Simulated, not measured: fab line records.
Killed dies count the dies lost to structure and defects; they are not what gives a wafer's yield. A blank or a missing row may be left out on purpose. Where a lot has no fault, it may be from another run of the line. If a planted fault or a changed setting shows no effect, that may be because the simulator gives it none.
What tool caused it? | flow n5Finfet | at 1 step of a route of 1938, 12 lots with 36 wafers sampled

WHAT EACH GAUGE READ, for each wafer
N5_BEOL_M1_OVL_MEAS_29.
lot  | measured     | on         | V0_OVL (nm)
L075 | day 6 07:57  | overlay-02 | -0.5 -0.8 -0.5
L077 | day 6 22:56  | overlay-01 | 0.4 0.3 0.2
L079 | day 7 10:00  | overlay-02 | -0.1 0.1 0.9
L081 | day 8 00:35  | overlay-01 | -1.5 -0.8 0.2
L083 | day 8 12:07  | overlay-01 | -1.3 -0.9 -1.1
L085 | day 9 03:41  | overlay-01 | -0.3 -0.4 -1.3
L087 | day 9 12:36  | overlay-02 | 0.9 0.0 -0.4
L089 | day 9 22:31  | overlay-01 | 0.6 0.3 0.0
L091 | day 10 06:31 | overlay-01 | -0.6 -0.3 -0.4
L092 | day 10 15:05 | overlay-02 | -0.3 0.2 -0.5
L095 | day 11 14:16 | overlay-01 | -0.6 -0.6 -0.3
L097 | day 12 02:44 | overlay-01 | -0.8 -0.5 -0.3

EACH LOT AND THE TOOL THAT RAN IT (in order: tool; ch and the chambers of the sampled wafers; start)
Record: no process step prior to these readings.

THE ANSWER, worked out from the rows above alone
Rule: usual is defined by the lots themselves. The widest of any qualifying gaps counts: lots, ordered by their means at a reading, are off when they make up no more than a third of the lots, leave a main group of 4 or more, and stand apart from it by 3 or more times the standard deviation of that group's means. If all means in a main group match to the digits the tables above print for the reading, that group is not used. Also off: a lot with no number at a reading for which 4 or more lots have one. Any other lot the step has rows for is counted as sound.
Across all readings shown, no lot is off: no conclusion can be drawn from this.

WHAT WAS PUT IN BY THE SIMULATOR
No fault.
